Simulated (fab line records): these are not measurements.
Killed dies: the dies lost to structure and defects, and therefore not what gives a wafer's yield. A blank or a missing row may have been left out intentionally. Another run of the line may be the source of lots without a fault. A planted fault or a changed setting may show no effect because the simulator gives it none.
A lot that was struck, set against a sound lot + flow nand harc + 12 steps out of a route of 1159
Sound: these wafers, L255.1, L255.2, L255.4. Struck: wafer L262.4 (left out: L262.2, L262.3 of the same lot, which were not struck); the cause appears at the end.
At each step with rows: each side's tool, then ch and its chambers, then its first start. Under that, the readings that differ: sound wafers + struck wafers + difference of the means + sigmas: that difference in standard deviations of wafers without a fault.
alike: same words and numbers on both sides, and readings whose means sit less than 2 such deviations apart. not compared: any withheld reading, any reading some wafer has no value for, any bound like >300 that may hide the same value, and any number with overlapping values for which the record gives no deviation.
The two part at a step that has a row with sigmas, a row that says differs or no value, or rows on one side only. Numbers that don't overlap but have no deviation are shown without sigmas and don't part them. Lack of a reading on every wafer of one side parts them only where that side has two or more wafers.

NHARC_A_WL_FILL_INSPECT_15:
  sound on defect inspect-01, day 18 17:13; struck on defect inspect-01, day 19 11:35
  alike: raw defect count
NHARC_A_CONTACT_DEP_24: deposits SiO2, target thk 500 nm.
  sound on pecvd-04 ch 1,2, day 18 17:17; struck on pecvd-01 ch 1, day 19 11:43
| reading            | sound       | struck | difference | sigmas |
|--------------------|-------------|--------|------------|--------|
| heater power w (W) | 537 633 641 | 425    | -179       | -2     |
  alike: rf fwd power W, throttle valve pct
NHARC_A_CONTACT_DEP_28: deposits aC, target thk 3600 nm.
  sound on acl dep-01 ch 0, day 18 17:53; struck on acl dep-03 ch 0, day 19 13:31
  alike: throttle valve pct
NHARC_A_CONTACT_DEP_29: deposits SiON, target thk 70 nm.
  sound on pecvd-04 ch 1,2, day 18 20:16; struck on pecvd-01 ch 2, day 19 15:22
  alike: heater power w, rf fwd power W
then, 5 steps without rows for these wafers: NHARC_A_CONTACT_DEHYDRATE_32 (time 120 s); NHARC_A_CONTACT_HMDS_33 (time 30 s); NHARC_A_CONTACT_COAT_34 (time 75 s); NHARC_A_CONTACT_COAT_35 (time 65 s); NHARC_A_CONTACT_COAT_36 (resist thk 90 nm).
NHARC_A_CONTACT_SOFTBAKE_37: time 55 s.
  sound on litho track-04 ch 0, day 18 20:00; struck on litho track-04 ch 0, day 19 15:00
| reading                  | sound                | struck | difference | sigmas |
|--------------------------|----------------------|--------|------------|--------|
| heater power total W (W) | 188.51 188.55 188.36 | 195.71 | +7.24      | +56    |
following that, these wafers have no rows for 1 step: NHARC_A_CONTACT_EBR_38.
-- jump in the record: it breaks off in module A_CONTACT and resumes in module END (first step shown: number 1159 of the route), and 3 days separate the struck wafers' starts before and after --
NHARC_END_SORT_01:
  sound on prober-02 ch 0, day 21 19:29; struck on prober-01 ch 0, day 22 13:49
  alike: killed at array, killed at other, killed at periphery, killed dies, killed open, killed short

== WHERE THEY PART ==
At NHARC_A_CONTACT_DEP_24 first; at NHARC_A_CONTACT_SOFTBAKE_37 last (within this record only). Later steps at which nothing parts them and some readings are alike: NHARC_END_SORT_01.

WHY: whatever the simulator had introduced
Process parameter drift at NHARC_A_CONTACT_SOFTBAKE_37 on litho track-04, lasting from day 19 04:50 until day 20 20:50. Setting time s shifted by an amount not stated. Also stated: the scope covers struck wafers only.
